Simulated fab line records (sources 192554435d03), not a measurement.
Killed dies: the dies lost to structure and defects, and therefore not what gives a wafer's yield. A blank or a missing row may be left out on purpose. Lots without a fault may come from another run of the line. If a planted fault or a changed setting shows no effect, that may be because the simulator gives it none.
fab line records	flow n5_finfet	part 1 of 2: steps 1 to 24 of 29
record: lots: 5	wafers: 15	last_day: 17
route steps=1938 shown MIM_TOP_LITHO@1841 MIM_TOP_ETCH@1851 MIM_BOT_LITHO@1854 MIM_BOT_ETCH@1866
lots that met no fault: taken from a fault-free run of the same line
start_h: start of the lot's first displayed wafer, in hours after the record's first day	wait_h: hours from the lot's prior step to this one	" repeats the value in the row above	L1.1+2: several wafers, shown together as one row	- no value, or no start given	* or withheld: withheld	< > ~ a bound
route shown NAME@n: names a module that has steps shown in the file, with the first one's number in the route	usual: mean and standard deviation over wafers with no fault	same: alike in all rows	chamber/n: place in a boat	sites: readings site by site	_std_site: their standard deviation	_edge_site: inner sites' mean taken away from outer sites' mean	radius_mm: how far each site lies from the wafer's centre	mask NAME#n: copy n	behind: the most recent tool/chamber to have shaped the wafer	hold: cause of the lot's hold/its duration in hours/its outcome	device: names the non-switching transistor (n, p or np)	end of line: tests run on the same wafers once the route is complete	for a step that has no rows: nothing shown but its recipe	killed: dies lost to structure and defects at the first sort, not the wafer's yield	map: dies across one wafer; x = killed, . = not, _ = none there
set.NAME: the run value of the setting; set.NAME@STEP: its run value at that earlier step	model.NAME: the simulator's own value behind a step, which no gauge read
lots seen at some steps along the route; tables by step, rows by wafer
services: the hour from which a tool's chamber was out of use, counted from the record's first day as start_h (under 0 if before that day), plus the number of hours and why
== steps ==
step: N5_MIM_TOP_LITHO_EBR_04
recipe: solvent: PGMEA	ebr_width_mm: 1.5
usual: resist_line_temp_C: 23.01/0.1
lot.wafer	tool	chamber	start_h	wait_h	resist_line_temp_C
L076.2	litho_track-05	0	-	-	23.01
L076.3	"	0	"	"	23.07
L076.5	"	0	"	"	23.08
L078.2	litho_track-04	0	-	-	23.04
L078.3	"	0	"	"	23.08
L078.5	"	0	"	"	23.09
L086.1	litho_track-05	0	-	-	22.92
L086.2	"	0	"	"	23.10
L086.3	"	0	"	"	22.99
L089.2	litho_track-04	0	-	-	23.04
L089.3	"	0	"	"	23.03
L089.5	"	0	"	"	22.96
L093.3	litho_track-01	0	-	-	23.12
L093.5	"	0	"	"	23.14
L093.6	"	0	"	"	23.17
step: N5_MIM_TOP_LITHO_SOFTBAKE_03
recipe: temp_c: 100	time_s: 90
usual: resist_line_temp_C: 23.01/0.098
lot.wafer	tool	chamber	start_h	wait_h	resist_line_temp_C
L076.2	litho_track-05	0	-	-	22.89
L076.3	"	0	"	"	22.80
L076.5	"	0	"	"	22.98
L078.2	litho_track-04	0	-	-	23.03
L078.3	"	0	"	"	23.03
L078.5	"	0	"	"	23.07
L086.1	litho_track-05	0	-	-	22.98
L086.2	"	0	"	"	23.13
L086.3	"	0	"	"	23.00
L089.2	litho_track-04	0	-	-	22.95
L089.3	"	0	"	"	22.79
L089.5	"	0	"	"	22.91
L093.3	litho_track-01	0	-	-	22.93
L093.5	"	0	"	"	23.08
L093.6	"	0	"	"	22.89
step: N5_MIM_TOP_LITHO_EXPOSE_05
recipe: mask_id: MIM_TOP	na: 0.55	source_shape: conventional	sigma_outer: 0.8	polarization: unpolarized	target_cd_nm: 2000	dose_mj: 20.5
lot.wafer	tool	chamber	start_h	wait_h	mask
L076.2+3+5	krf_scanner-01	0	269.68	-	MIM_TOP#0
L078.2+3+5	krf_scanner-01	0	278.71	-	MIM_TOP#0
L086.1+2+3	krf_scanner-02	0	349.84	-	MIM_TOP#0
L089.2+3+5	krf_scanner-01	0	370.52	-	MIM_TOP#0
L093.3+5+6	krf_scanner-01	0	395.33	-	MIM_TOP#0
step: N5_MIM_TOP_LITHO_PEB_06
recipe: peb_temp_c: withheld	peb_time_s: *
usual: resist_line_temp_C: *
lot.wafer	tool	chamber	start_h	wait_h	resist_line_temp_C
L076.2	litho_track-01	0	269.74	0.0	*
L076.3	"	0	"	"	*
L076.5	"	0	"	"	*
L078.2	litho_track-05	0	278.76	0.0	*
L078.3	"	0	"	"	*
L078.5	"	0	"	"	*
L086.1	litho_track-05	0	349.89	0.1	*
L086.2	"	0	"	"	*
L086.3	"	0	"	"	*
L089.2	litho_track-04	0	370.58	0.0	*
L089.3	"	0	"	"	*
L089.5	"	0	"	"	*
L093.3	litho_track-01	0	395.38	0.0	*
L093.5	"	0	"	"	*
L093.6	"	0	"	"	*
step: N5_MIM_TOP_LITHO_DEVELOP_07
recipe: develop_time_s: 60	rinse_liquid: diw	dry: air_spin	dev_temp_c: 21
usual: resist_line_temp_C: 23.00/0.11
same: develop_time_s: 60
lot.wafer	tool	chamber	start_h	wait_h	resist_line_temp_C
L076.2	litho_track-01	0	-	-	22.90
L076.3	"	0	"	"	22.86
L076.5	"	0	"	"	22.95
L078.2	litho_track-05	0	-	-	22.83
L078.3	"	0	"	"	22.98
L078.5	"	0	"	"	23.01
L086.1	litho_track-05	0	-	-	23.16
L086.2	"	0	"	"	23.10
L086.3	"	0	"	"	23.17
L089.2	litho_track-04	0	-	-	23.08
L089.3	"	0	"	"	23.17
L089.5	"	0	"	"	22.86
L093.3	litho_track-01	0	-	-	23.13
L093.5	"	0	"	"	23.13
L093.6	"	0	"	"	23.06
step: N5_MIM_TOP_LITHO_HARDBAKE_09
recipe: temp_c: 130	time_s: 120
usual: resist_line_temp_C: 23.03/0.12
lot.wafer	tool	chamber	start_h	wait_h	resist_line_temp_C
L076.2	litho_track-01	0	-	-	23.18
L076.3	"	0	"	"	23.13
L076.5	"	0	"	"	22.98
L078.2	litho_track-05	0	-	-	23.06
L078.3	"	0	"	"	23.05
L078.5	"	0	"	"	22.93
L086.1	litho_track-05	0	-	-	23.16
L086.2	"	0	"	"	23.26
L086.3	"	0	"	"	23.07
L089.2	litho_track-04	0	-	-	23.29
L089.3	"	0	"	"	23.09
L089.5	"	0	"	"	22.98
L093.3	litho_track-01	0	-	-	22.97
L093.5	"	0	"	"	22.99
L093.6	"	0	"	"	22.94
step: N5_MIM_TOP_LITHO_CD_MEAS_08
recipe: target_cd_nm: 2000	landing_energy_ev: 500	detector: se_inlens
usual: cd_nm: 1999.9/1.4
lot.wafer	tool	chamber	start_h	wait_h	cd_nm
L076.2	cd_sem-03	0	269.86	-	2000.3
L076.3	"	0	"	"	2002.3
L076.5	"	0	"	"	2002.9
L078.2	cd_sem-02	0	278.88	-	2000.1
L078.3	"	0	"	"	2001.1
L078.5	"	0	"	"	2000.7
L086.1	cd_sem-02	0	350.01	-	1998.1
L086.2	"	0	"	"	1997.5
L086.3	"	0	"	"	1997.6
L089.2	cd_sem-02	0	370.70	-	1998.8
L089.3	"	0	"	"	1996.9
L089.5	"	0	"	"	1998.4
L093.3	cd_sem-01	0	395.50	-	2001.5
L093.5	"	0	"	"	2001.7
L093.6	"	0	"	"	2001.4
step: N5_MIM_TOP_LITHO_OVL_MEAS_11
recipe: points_per_wafer: 44
usual: MIM_TOP_OVL: 2/6.2
lot.wafer	tool	chamber	start_h	wait_h	MIM_TOP_OVL[nm]
L076.2	overlay-02	0	269.89	0.0	6
L076.3	"	0	"	"	6
L076.5	"	0	"	"	7
L078.2	overlay-01	0	278.91	0.0	-7
L078.3	"	0	"	"	-7
L078.5	"	0	"	"	-6
L086.1	overlay-01	0	350.04	0.0	6
L086.2	"	0	"	"	6
L086.3	"	0	"	"	4
L089.2	overlay-01	0	370.72	0.0	7
L089.3	"	0	"	"	13
L089.5	"	0	"	"	-3
L093.3	overlay-01	0	395.53	0.0	14
L093.5	"	0	"	"	7
L093.6	"	0	"	"	14
step: N5_MIM_TOP_LITHO_INSPECT_12
recipe: mode: adi	inspect_instrument: macro
usual: raw_defect_count: 2.1/1.4
lot.wafer	tool	chamber	start_h	wait_h	raw_defect_count
L076.2	defect_inspect-02	-	269.91	0.0	2
L076.3	"	-	"	"	2
L076.5	"	-	"	"	1
L078.2	defect_inspect-02	-	278.94	0.0	3
L078.3	"	-	"	"	2
L078.5	"	-	"	"	1
L086.1	defect_inspect-02	-	350.07	0.0	0
L086.2	"	-	"	"	2
L086.3	"	-	"	"	2
L089.2	defect_inspect-02	-	370.75	0.0	1
L089.3	"	-	"	"	2
L089.5	"	-	"	"	0
L093.3	defect_inspect-01	-	395.55	0.0	1
L093.5	"	-	"	"	4
L093.6	"	-	"	"	5
step: N5_MIM_TOP_LITHO_DESCUM_10
recipe: chemistry: O2	time_s: 7.9	source_power_w: 50	bias_power_w: 20	pressure_mtorr: 20	rf_frequency_hz: 2.712e+07	temp_c: 40	o2_flow_sccm: 225
usual: drypump_motor_current_A: 5.7/0.4	oes_product_au: 0.82/0.092	rf_vpp_V: 243.4/1.5	showerhead_plenum_p_Torr: 2.12/0.081	throttle_valve_pct: 20.48/0.25
lot.wafer	tool	chamber	start_h	wait_h	drypump_motor_current_A	oes_product_au	rf_hours_counter_h	rf_vpp_V	showerhead_plenum_p_Torr	throttle_valve_pct
L076.2	rie_diel-01	2	270.04	0.1	4.9	0.71	213	239.7	1.91	20.68
L076.3	"	3	"	"	5.6	0.85	41	243.7	2.13	20.44
L076.5	"	0	"	"	5.0	0.98	-	243.4	2.23	20.09
L078.2	rie_diel-02	0	278.97	0.0	5.9	0.77	156	244.8	2.18	20.73
L078.3	"	2	"	"	5.4	0.98	9	241.9	2.06	20.29
L078.5	"	0	"	"	5.9	0.77	-	244.7	2.18	20.74
L086.1	rie_diel-06	2	350.10	0.0	5.9	0.95	5	243.5	2.05	20.26
L086.2	"	0	"	"	5.6	0.78	128	243.9	2.18	20.42
L086.3	"	1	"	"	6.3	0.84	59	244.0	2.22	20.64
L089.2	rie_diel-06	3	370.78	0.0	6.3	0.81	105	241.8	2.01	20.27
L089.3	"	2	"	"	5.9	0.94	12	243.0	2.05	20.30
L089.5	"	3	"	"	6.3	0.81	-	241.3	2.01	20.27
L093.3	rie_diel-02	0	395.58	0.0	5.9	0.73	194	244.0	2.16	20.82
L093.5	"	1	"	"	5.4	0.74	-	245.3	2.17	20.80
L093.6	"	2	"	"	5.4	0.89	-	241.9	2.04	20.33
step: N5_MIM_TOP_ETCH_ETCH_00
recipe: chemistry: Cl2/BCl3	target: TiN	target_depth_a: 385	ion_energy_ev: 150	pressure_mtorr: 10	icp_w: 1000	bias_w: 126	Cl2_flow_sccm: 53.25	bcl3_flow_sccm: 21.75	Ar_flow_sccm: 25
usual: drypump_motor_current_A: 5.83/0.17	he_backside_leak_sccm: 3.28/0.26	mfc_ar_sccm: 25.01/0.082	oes_product_au: 0.82/0.085	throttle_valve_pct: 22.66/0.29
lot.wafer	tool	chamber	start_h	wait_h	drypump_motor_current_A	he_backside_leak_sccm	mfc_ar_sccm	oes_product_au	rf_hours_counter_h	throttle_valve_pct
L076.2	rie_metal-02	1	270.12	0.1	5.81	3.15	25.08	0.97	5	22.52
L076.3	"	0	"	"	6.06	3.34	25.04	0.86	-	22.54
L076.5	"	0	"	"	6.04	3.25	24.96	0.86	-	22.56
L078.2	rie_metal-01	0	279.06	0.1	6.00	3.28	24.88	0.82	37	22.52
L078.3	"	0	"	"	6.01	3.43	24.88	0.81	-	22.52
L078.5	"	1	"	"	5.67	3.30	24.94	0.64	-	23.02
L086.1	rie_metal-03	1	350.19	0.1	5.58	3.21	24.95	0.79	41	23.11
L086.2	"	0	"	"	5.84	3.49	25.01	0.83	24	22.23
L086.3	"	0	"	"	5.82	3.43	25.13	0.82	-	22.25
L089.2	rie_metal-02	1	370.87	0.1	5.84	3.16	24.98	0.91	14	22.53
L089.3	"	0	"	"	6.04	3.45	25.15	0.82	-	22.57
L089.5	"	1	"	"	5.85	3.16	25.06	0.91	-	22.55
L093.3	rie_metal-02	0	395.71	0.1	6.07	3.28	24.94	0.82	-	22.58
L093.5	"	1	"	"	5.86	3.12	25.12	0.90	-	22.54
L093.6	"	0	"	"	6.03	3.18	25.01	0.82	-	22.58
step: N5_MIM_TOP_ETCH_STRIP_01
recipe: chemistry: O2	power_w: 600	temp_c: 60	pressure_mtorr: 30	rf_frequency_hz: 6e+07	bias_power_w: 0	overash_fraction: 0.5	o2_flow_sccm: 225
usual: drypump_motor_current_A: 5.5/0.41	oes_product_au: 0.78/0.078	rf_vpp_V: 3.5/1.4	showerhead_plenum_p_Torr: 2.09/0.065	throttle_valve_pct: 16.67/0.18
lot.wafer	tool	chamber	start_h	wait_h	drypump_motor_current_A	oes_product_au	rf_hours_counter_h	rf_vpp_V	showerhead_plenum_p_Torr	throttle_valve_pct
L076.2	rie_diel-05	1	270.32	0.2	5.8	0.71	193	1.7	2.00	16.60
L076.3	"	2	"	"	6.0	0.76	166	3.1	2.10	16.63
L076.5	"	2	"	"	6.1	0.77	-	6.1	2.09	16.63
L078.2	rie_diel-05	2	279.21	0.1	6.1	0.75	168	3.5	2.09	16.65
L078.3	"	1	"	"	5.8	0.70	195	7.1	2.00	16.63
L078.5	"	3	"	"	5.8	0.72	-	5.1	2.09	16.78
L086.1	rie_diel-04	0	350.33	0.1	5.6	0.72	214	2.5	2.08	16.74
L086.2	"	3	"	"	5.3	0.71	216	2.5	2.16	16.95
L086.3	"	2	"	"	5.3	0.84	66	2.9	2.03	16.41
L089.2	rie_diel-04	0	371.01	0.1	5.6	0.71	222	7.5	2.07	16.84
L089.3	"	2	"	"	5.3	0.85	73	4.3	2.03	16.45
L089.5	"	0	"	"	5.6	0.70	-	2.1	2.07	16.82
L093.3	rie_diel-03	3	395.81	0.1	6.2	0.75	137	4.8	2.01	16.70
L093.5	"	0	"	"	5.6	0.69	-	4.4	2.06	16.65
L093.6	"	1	"	"	5.3	0.90	-	3.1	2.14	16.42
step: N5_MIM_TOP_ETCH_PECVD_03
recipe: material: SiNx	target_thk_a: 200	temp_c: 400	precursor: SiH4/NH3/N2	pressure_torr: 1.5	rf_w: 300	time_s: 17.6
usual: heater_power_w: 807/76	showerhead_plenum_p_Torr: 5.13/0.055	throttle_valve_pct: 39.2/1.9
lot.wafer	tool	chamber	start_h	wait_h	heater_power_w	showerhead_plenum_p_Torr	throttle_valve_pct
L076.2	pecvd-04	0	270.39	-	827	5.26	38.7
L076.3	"	2	"	"	673	5.06	36.5
L076.5	"	0	"	"	791	5.24	38.7
L078.2	pecvd-02	0	279.27	-	777	5.10	41.2
L078.3	"	2	"	"	765	5.13	37.6
L078.5	"	2	"	"	754	5.16	37.6
L086.1	pecvd-03	1	350.39	-	825	5.08	38.9
L086.2	"	2	"	"	813	5.14	36.4
L086.3	"	0	"	"	702	5.17	42.2
L089.2	pecvd-02	2	371.07	-	844	5.13	38.0
L089.3	"	0	"	"	837	5.08	41.0
L089.5	"	0	"	"	826	5.09	41.4
L093.3	pecvd-03	2	395.87	-	886	5.13	36.5
L093.5	"	0	"	"	717	5.19	42.5
L093.6	"	2	"	"	842	5.14	36.6
step: N5_MIM_BOT_LITHO_HMDS_01
recipe: time_s: 60	temp_c: 120
usual: resist_line_temp_C: 23.01/0.12
lot.wafer	tool	chamber	start_h	wait_h	resist_line_temp_C
L076.2	litho_track-01	0	270.46	0.0	23.24
L076.3	"	0	"	"	23.24
L076.5	"	0	"	"	22.95
L078.2	litho_track-03	0	279.34	0.0	22.93
L078.3	"	0	"	"	22.83
L078.5	"	0	"	"	22.84
L086.1	litho_track-03	0	350.47	0.0	22.97
L086.2	"	0	"	"	23.09
L086.3	"	0	"	"	23.01
L089.2	litho_track-03	0	371.15	0.0	22.90
L089.3	"	0	"	"	23.00
L089.5	"	0	"	"	23.01
L093.3	litho_track-03	0	395.95	0.1	23.19
L093.5	"	0	"	"	23.06
L093.6	"	0	"	"	23.26
step: N5_MIM_BOT_LITHO_COAT_02
recipe: spin_rpm: *	resist_thk_nm: *
usual: resist_line_temp_C: 23.00/0.11
lot.wafer	tool	chamber	start_h	wait_h	resist_line_temp_C
L076.2	litho_track-01	0	-	-	22.86
L076.3	"	0	"	"	23.00
L076.5	"	0	"	"	22.87
L078.2	litho_track-03	0	-	-	22.93
L078.3	"	0	"	"	22.99
L078.5	"	0	"	"	22.98
L086.1	litho_track-03	0	-	-	22.98
L086.2	"	0	"	"	22.87
L086.3	"	0	"	"	23.04
L089.2	litho_track-03	0	-	-	23.06
L089.3	"	0	"	"	23.06
L089.5	"	0	"	"	23.19
L093.3	litho_track-03	0	-	-	22.84
L093.5	"	0	"	"	22.90
L093.6	"	0	"	"	22.93
step: N5_MIM_BOT_LITHO_EBR_04
recipe: solvent: PGMEA	ebr_width_mm: 1.5
usual: resist_line_temp_C: 23.00/0.1
lot.wafer	tool	chamber	start_h	wait_h	resist_line_temp_C
L076.2	litho_track-01	0	-	-	23.26
L076.3	"	0	"	"	23.12
L076.5	"	0	"	"	23.16
L078.2	litho_track-03	0	-	-	23.13
L078.3	"	0	"	"	23.04
L078.5	"	0	"	"	23.15
L086.1	litho_track-03	0	-	-	23.11
L086.2	"	0	"	"	23.03
L086.3	"	0	"	"	23.10
L089.2	litho_track-03	0	-	-	23.02
L089.3	"	0	"	"	23.01
L089.5	"	0	"	"	23.02
L093.3	litho_track-03	0	-	-	22.97
L093.5	"	0	"	"	23.08
L093.6	"	0	"	"	22.97
step: N5_MIM_BOT_LITHO_SOFTBAKE_03
recipe: temp_c: 100	time_s: 90
usual: resist_line_temp_C: 23.01/0.095
lot.wafer	tool	chamber	start_h	wait_h	resist_line_temp_C
L076.2	litho_track-01	0	-	-	23.06
L076.3	"	0	"	"	22.95
L076.5	"	0	"	"	22.93
L078.2	litho_track-03	0	-	-	23.08
L078.3	"	0	"	"	22.90
L078.5	"	0	"	"	22.99
L086.1	litho_track-03	0	-	-	22.88
L086.2	"	0	"	"	22.97
L086.3	"	0	"	"	22.99
L089.2	litho_track-03	0	-	-	23.06
L089.3	"	0	"	"	23.10
L089.5	"	0	"	"	23.12
L093.3	litho_track-03	0	-	-	23.02
L093.5	"	0	"	"	22.85
L093.6	"	0	"	"	22.85
step: N5_MIM_BOT_LITHO_EXPOSE_05
recipe: mask_id: MIM_BOT	na: 0.55	source_shape: conventional	sigma_outer: 0.8	polarization: unpolarized	dose_mj: 24.25
lot.wafer	tool	chamber	start_h	wait_h	mask
L076.2+3+5	krf_scanner-01	0	270.70	-	MIM_BOT#0
L078.2+3+5	krf_scanner-01	0	279.45	-	MIM_BOT#0
L086.1+2+3	krf_scanner-01	0	350.70	-	MIM_BOT#0
L089.2+3+5	krf_scanner-02	0	371.38	-	MIM_BOT#0
L093.3+5+6	krf_scanner-02	0	396.07	-	MIM_BOT#0
step: N5_MIM_BOT_LITHO_PEB_06
recipe: peb_temp_c: withheld	peb_time_s: *
usual: resist_line_temp_C: *
lot.wafer	tool	chamber	start_h	wait_h	resist_line_temp_C
L076.2	litho_track-01	0	270.75	0.0	*
L076.3	"	0	"	"	*
L076.5	"	0	"	"	*
L078.2	litho_track-02	0	279.51	0.0	*
L078.3	"	0	"	"	*
L078.5	"	0	"	"	*
L086.1	litho_track-02	0	350.75	0.1	*
L086.2	"	0	"	"	*
L086.3	"	0	"	"	*
L089.2	litho_track-02	0	371.43	0.0	*
L089.3	"	0	"	"	*
L089.5	"	0	"	"	*
L093.3	litho_track-02	0	396.11	0.0	*
L093.5	"	0	"	"	*
L093.6	"	0	"	"	*
step: N5_MIM_BOT_LITHO_DEVELOP_07
recipe: develop_time_s: 60	rinse_liquid: diw	dry: air_spin	dev_temp_c: 21
usual: resist_line_temp_C: 23.02/0.1
same: develop_time_s: 60
lot.wafer	tool	chamber	start_h	wait_h	resist_line_temp_C
L076.2	litho_track-01	0	-	-	22.96
L076.3	"	0	"	"	23.06
L076.5	"	0	"	"	23.07
L078.2	litho_track-02	0	-	-	23.03
L078.3	"	0	"	"	22.95
L078.5	"	0	"	"	23.03
L086.1	litho_track-02	0	-	-	22.94
L086.2	"	0	"	"	22.91
L086.3	"	0	"	"	22.91
L089.2	litho_track-02	0	-	-	22.80
L089.3	"	0	"	"	23.04
L089.5	"	0	"	"	22.86
L093.3	litho_track-02	0	-	-	23.09
L093.5	"	0	"	"	23.03
L093.6	"	0	"	"	23.11
step: N5_MIM_BOT_LITHO_HARDBAKE_09
recipe: temp_c: 130	time_s: 120
usual: resist_line_temp_C: 23.03/0.1
lot.wafer	tool	chamber	start_h	wait_h	resist_line_temp_C
L076.2	litho_track-01	0	-	-	23.21
L076.3	"	0	"	"	22.92
L076.5	"	0	"	"	23.04
L078.2	litho_track-02	0	-	-	23.02
L078.3	"	0	"	"	22.98
L078.5	"	0	"	"	23.15
L086.1	litho_track-02	0	-	-	23.07
L086.2	"	0	"	"	23.01
L086.3	"	0	"	"	23.11
L089.2	litho_track-02	0	-	-	23.06
L089.3	"	0	"	"	22.96
L089.5	"	0	"	"	23.10
L093.3	litho_track-02	0	-	-	23.09
L093.5	"	0	"	"	23.03
L093.6	"	0	"	"	23.09
step: N5_MIM_BOT_LITHO_CD_MEAS_08
recipe: target_cd_nm: 3000	landing_energy_ev: 500	detector: se_inlens	polarity: opening
usual: cd_nm: 2999.3/1.6
lot.wafer	tool	chamber	start_h	wait_h	cd_nm
L076.2	cd_sem-03	0	270.87	-	3001.9
L076.3	"	0	"	"	3000.5
L076.5	"	0	"	"	3000.0
L078.2	cd_sem-03	0	279.63	-	3001.2
L078.3	"	0	"	"	3000.0
L078.5	"	0	"	"	3001.6
L086.1	cd_sem-02	0	350.87	-	2997.3
L086.2	"	0	"	"	2997.2
L086.3	"	0	"	"	2997.3
L089.2	cd_sem-01	0	371.55	-	2997.9
L089.3	"	0	"	"	2998.0
L089.5	"	0	"	"	2996.8
L093.3	cd_sem-01	0	396.23	-	2995.4
L093.5	"	0	"	"	2996.4
L093.6	"	0	"	"	2995.6
step: N5_MIM_BOT_LITHO_OVL_MEAS_11
recipe: points_per_wafer: 44
usual: MIM_BOT_OVL: -4/5.1
lot.wafer	tool	chamber	start_h	wait_h	MIM_BOT_OVL[nm]
L076.2	overlay-02	0	270.90	0.0	0
L076.3	"	0	"	"	-5
L076.5	"	0	"	"	-4
L078.2	overlay-02	0	279.66	0.0	-7
L078.3	"	0	"	"	-2
L078.5	"	0	"	"	-1
L086.1	overlay-01	0	350.90	0.0	-3
L086.2	"	0	"	"	-6
L086.3	"	0	"	"	-7
L089.2	overlay-02	0	371.58	0.0	-12
L089.3	"	0	"	"	-5
L089.5	"	0	"	"	-12
L093.3	overlay-01	0	396.26	0.0	-7
L093.5	"	0	"	"	5
L093.6	"	0	"	"	9
step: N5_MIM_BOT_LITHO_INSPECT_12
recipe: mode: adi	inspect_instrument: macro
usual: raw_defect_count: 2.1/1.4
lot.wafer	tool	chamber	start_h	wait_h	raw_defect_count
L076.2	defect_inspect-02	-	270.92	0.0	3
L076.3	"	-	"	"	5
L076.5	"	-	"	"	0
L078.2	defect_inspect-02	-	279.68	0.0	2
L078.3	"	-	"	"	2
L078.5	"	-	"	"	2
L086.1	defect_inspect-02	-	350.93	0.0	1
L086.2	"	-	"	"	1
L086.3	"	-	"	"	2
L089.2	defect_inspect-01	-	371.61	0.0	4
L089.3	"	-	"	"	3
L089.5	"	-	"	"	1
L093.3	defect_inspect-01	-	396.29	0.0	3
L093.5	"	-	"	"	5
L093.6	"	-	"	"	3
